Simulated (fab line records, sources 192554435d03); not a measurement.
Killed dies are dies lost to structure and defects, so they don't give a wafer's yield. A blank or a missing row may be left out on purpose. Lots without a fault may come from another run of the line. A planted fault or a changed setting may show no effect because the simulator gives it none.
A struck lot beside a sound one | flow n5_finfet | 16 steps out of a route of 1938
Sound: wafers L806.1, L806.3, L806.4. Struck: wafer L809.4. (L809.5, L809.6 of the same lot were not struck and are left out.) The cause comes at the end.
At each step with rows: each side's tool, then ch and its chambers, then its first start. Under that, the readings that differ: sound wafers | struck wafers | difference of the means | sigmas: that difference in standard deviations of wafers without a fault.
alike: readings whose means differ by less than 2 such deviations, and words and numbers that are the same on both sides. not compared: withheld readings, readings that some wafer has no value for, bounds like >300 that may hide the same value, and numbers for which the record gives no deviation and whose values overlap.
The two part at a step that has a row with sigmas, a row that says differs or no value, or rows on one side only. Numbers that don't overlap but have no deviation are shown without sigmas and don't part them. A reading that every wafer of one side lacks parts them only if that side has two wafers or more.

first, 3 steps without rows for these wafers: N5_HKMG_FIN_STRIP_89 (strips SOC in N2/H2, time 20 s); N5_HKMG_FIN_WET_ETCH_87 (etches TiN in SC1, time 154.2 s, target depth 4.7 nm, rinse time 30 s); N5_HKMG_FIN_STRIP_88 (strips in N2/H2, time 360 s).
N5_HKMG_FIN_NWFM_ALD_20: deposits TiAlC, target thk 2 nm, pulse time 3 s, purge time 2 s.
  sound on ald_metal-04 ch 1,2,3, day 4 04:59; struck on ald_metal-04 ch 3, day 4 23:00
  alike: heater_power_w, precursor_pulse_height_rel
  not compared: ald_cycles
N5_HKMG_FIN_ALD_71: deposits TiN, target thk 1 nm, pulse time 1 s, purge time 3 s.
  sound on ald_metal-04 ch 1,2,3, day 4 05:05; struck on ald_metal-04 ch 3, day 4 23:06
  alike: heater_power_w, precursor_pulse_height_rel
  not compared: ald_cycles
then, 1 step without rows for these wafers: N5_HKMG_FIN_COAT_66 (time 60 s, resist thk 300 nm).
N5_HKMG_FIN_ETCH_67: etches SOC in N2/H2, stops on TiN, target depth 388.9 nm.
  sound on rie_diel-02 ch 0,2,3, day 4 05:25; struck on rie_diel-06 ch 2, day 4 23:26
  reading                         | sound             | struck | difference | sigmas
  oes_product_au (a.u.)           | 0.95 0.83 0.88    | 0.71   | -0.18      | -2
  rf_hours_counter_h (h)          | 6 75 34           | 208    | +170       |
  showerhead_plenum_p_Torr (Torr) | 2.71 2.58 2.48    | 2.41   | -0.18      | -2
  throttle_valve_pct (%)          | 17.18 17.61 17.29 | 18.27  | +0.91      | +3
  alike: drypump_motor_current_A, h2_flow_sccm, n2_flow_sccm, rf_vpp_V
then, 3 steps without rows for these wafers: N5_HKMG_FIN_STRIP_90 (strips SOC in N2/H2, time 20 s); N5_HKMG_FIN_WET_ETCH_73 (etches the open film in SC1, time 42.3 s, target depth 1.3 nm, rinse time 30 s); N5_HKMG_FIN_ETCHBACK_68 (etches the open film in Cl2/Ar, stops on HfO2, target depth 0.5 nm).
N5_HKMG_FIN_STRIP_69: strips in N2/H2, time 360 s.
  sound on plasma_asher-02 ch 0,1, day 4 05:47; struck on plasma_asher-01 ch 1, day 4 23:55
  reading             | sound          | struck | difference | sigmas
  n2_flow_sccm (sccm) | 1751 1755 1746 | 1740   | -11        | -2
  alike: drypump_motor_current_A, h2_flow_sccm, heater_power_w
  not compared: rf_hours_counter_h
N5_HKMG_FIN_ALD_21: deposits TiN, target thk 1.5 nm, pulse time 1 s, purge time 3 s.
  sound on ald_metal-02 ch 0,1,3, day 4 06:10; struck on ald_metal-02 ch 2, day 5 00:11
  alike: heater_power_w, precursor_pulse_height_rel
  not compared: ald_cycles
N5_HKMG_FIN_ALD_72: deposits W, target thk 2 nm, pulse time 1 s, purge time 2 s.
  sound on cvd_w-01 ch 0,1, day 4 06:31; struck on cvd_w-01 ch 1, day 5 00:34
  reading                                | sound | struck | difference | sigmas
  ald_cycles                             | 7 7 7 | 14     | +7         |
  model.W_of_HKMG_FIN_ALD_72.thk_nm (nm) | 2 2 2 | 4      | +2         |
  alike: heater_power_w, precursor_pulse_height_rel
then, 1 step without rows for these wafers: N5_HKMG_FIN_W_FILL_22 (material W, target thk 60 nm, time 18.2 s).
-- the record jumps here: 4 days lie between the struck wafers' starts before and after (it left off in module HKMG_FIN and takes up again in module BEOL_M4, whose first step shown is number 1111 of the route) --
N5_BEOL_M4_RC_MEAS_101:
  sound on prober-01 ch 0, day 8 10:00; struck on prober-02 ch 0, day 8 13:43
  alike: DIBL_N, DIBL_P, IOFF_N, IOFF_P, ION_N, ION_P, SS_N, SS_P, VT_N, VT_P
-- the record jumps here: 4 days lie between the struck wafers' starts before and after (it left off in module BEOL_M4 and takes up again in module PASSIVATION, whose first step shown is number 1936 of the route) --
N5_PASSIVATION_PROBE_49:
  sound on prober-02, day 12 09:47; struck on prober-02, day 12 11:55
  reading            | sound    | struck | difference | sigmas
  killed_at_M0_to_M3 | 39 39 40 | 17     | -22        | -2
  killed_open        | 80 85 68 | 48     | -30        | -2
  alike: defect_limited_yield, killed_at_M4_up, killed_at_contacts, killed_at_front_end, killed_at_other, killed_dies, killed_on_rim, killed_short, sort_bin_4_leakage, sort_bin_5_function, sort_bin_6_memory, sort_bin_8_speed, sort_n_pass, sort_yield_pct

WHERE THEY PART
First at N5_HKMG_FIN_ETCH_67; last, within this record, at N5_PASSIVATION_PROBE_49.

WHY: what the simulator had put in
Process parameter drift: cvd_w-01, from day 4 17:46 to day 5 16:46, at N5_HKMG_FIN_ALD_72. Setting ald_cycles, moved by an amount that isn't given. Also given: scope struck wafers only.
